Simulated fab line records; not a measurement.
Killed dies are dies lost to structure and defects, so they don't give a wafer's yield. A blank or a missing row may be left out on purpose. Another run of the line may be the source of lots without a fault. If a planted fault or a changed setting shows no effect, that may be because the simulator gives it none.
A single fault, viewed from 2 desks | flow n5 finfet | each desk has only its own numbers; what lay behind them comes last

## FROM THE METROLOGY DESK
Means of the sampled wafers that have a number, per lot and without regard to the tool the lot ran on: this is what the gauges read. Marked OUT: a lot whose mean sits more than 4 standard deviations from the usual mean, which makes it out of limits; the brackets give that distance. 7 of its 11 readings are shown: the first one out of limits and those lying furthest out on some lot.
Columns: A = trench depth nm at N5_STI_FIN_REVEAL_FIN_H_MEAS_10, usual 52.0 nm; B = DIBL_N at N5_BEOL_M4_RC_MEAS_101, usual 36.0 mV/V; C = DIBL_P at N5_BEOL_M4_RC_MEAS_101, usual 36.3 mV/V; D = IOFF_N at N5_BEOL_M4_RC_MEAS_101, usual 0.16 nA/um; E = IOFF_P at N5_BEOL_M4_RC_MEAS_101, usual 0.21 nA/um; F = ION_P at N5_BEOL_M4_RC_MEAS_101, usual 461 uA/um; G = VT_P at N5_BEOL_M4_RC_MEAS_101, usual -250.9 mV
lot  | first seen here | A               | B    | C    | D    | E    | F   | G
L362 | day 2 14:16     | 51.6            | 39.1 | 38.5 | 0.22 | 0.28 | 470 | -244.6
L364 | day 3 03:41     | 53.1            | 36.9 | 38.3 | 0.19 | 0.23 | 468 | -247.7
L367 | day 3 19:55     | 52.4            | 34.2 | 34.7 | 0.12 | 0.17 | 457 | -253.8
L369 | day 4 07:47     | 52.0            | 36.7 | 37.1 | 0.17 | 0.22 | 464 | -247.2
L370 | day 4 13:14     | 52.3            | 38.5 | 40.7 | 0.21 | 0.24 | 465 | -251.3
L373 | day 5 07:46     | 52.8            | 34.2 | 34.4 | 0.12 | 0.18 | 465 | -252.0
L381 | day 7 07:37     | 60.2 (+12) OUT  | 37.3 | 37.8 | 0.17 | 0.23 | 462 | -250.7
L383 | day 7 20:28     | 51.0            | 36.0 | 34.9 | 0.14 | 0.20 | 458 | -252.1
L384 | day 8 01:26     | 57.3 (+7.5) OUT | 37.3 | 39.0 | 0.17 | 0.24 | 473 | -247.3
L385 | day 8 08:01     | 59.2 (+10) OUT  | 38.2 | 37.5 | 0.18 | 0.23 | 460 | -249.6
This desk finds L381, L384, L385 out of limits, L381 being first, at day 7 07:37 (trench depth nm at N5_STI_FIN_REVEAL_FIN_H_MEAS_10). Within limits: L362, L364, L367, L369, L370, L373, L383.

## DESK OF THE TOOL OWNER: vapor etch-02
The tool's own readings at N5_STI_FIN_REVEAL_RECESS_09 (chemistry HF/NH3, target SiO2, afs cycles 11, target depth 42.5 nm, sublimation time 60 s): means of the sampled wafers that have a number, for each lot that ran on this tool. Marked OUT: a lot whose mean sits more than 4 standard deviations from the usual mean, which makes it out of limits; the brackets give that distance.
Columns: A = drypump motor current A at N5_STI_FIN_REVEAL_RECESS_09, usual 6.23 A; B = sublimation temp c at N5_STI_FIN_REVEAL_RECESS_09, usual 180.02 C
lot  | first seen here | A    | B
L364 | day 3 01:22     | 6.16 | 179.92
L367 | day 3 17:13     | 6.02 | 179.98
L369 | day 4 05:37     | 6.03 | 179.97
L373 | day 5 05:04     | 6.27 | 180.13
L381 | day 7 04:55     | 6.29 | 180.27
L384 | day 7 22:44     | 6.02 | 179.98
L385 | day 8 05:18     | 6.08 | 179.88
This desk's finding: nothing out of limits on any of the 7 lots.

## PUT TOGETHER
The metrology desk could have raised an alarm at day 7 07:37, on L381, L384, L385.
Nothing out of limits was seen by the tool owner's desk.
On record at the tool owner's desk: L381, L384, L385, within its limits.
Of the lots named, all ran N5_STI_FIN_REVEAL_RECESS_09 on vapor etch-02.

## WHAT THE SIMULATOR HAD PUT IN
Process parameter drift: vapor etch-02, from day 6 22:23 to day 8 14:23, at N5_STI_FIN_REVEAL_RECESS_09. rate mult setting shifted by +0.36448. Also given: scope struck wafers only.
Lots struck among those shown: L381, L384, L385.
Time in hours between the start of the fault and the first out-of-limits reading at each desk: metrology desk, 9.
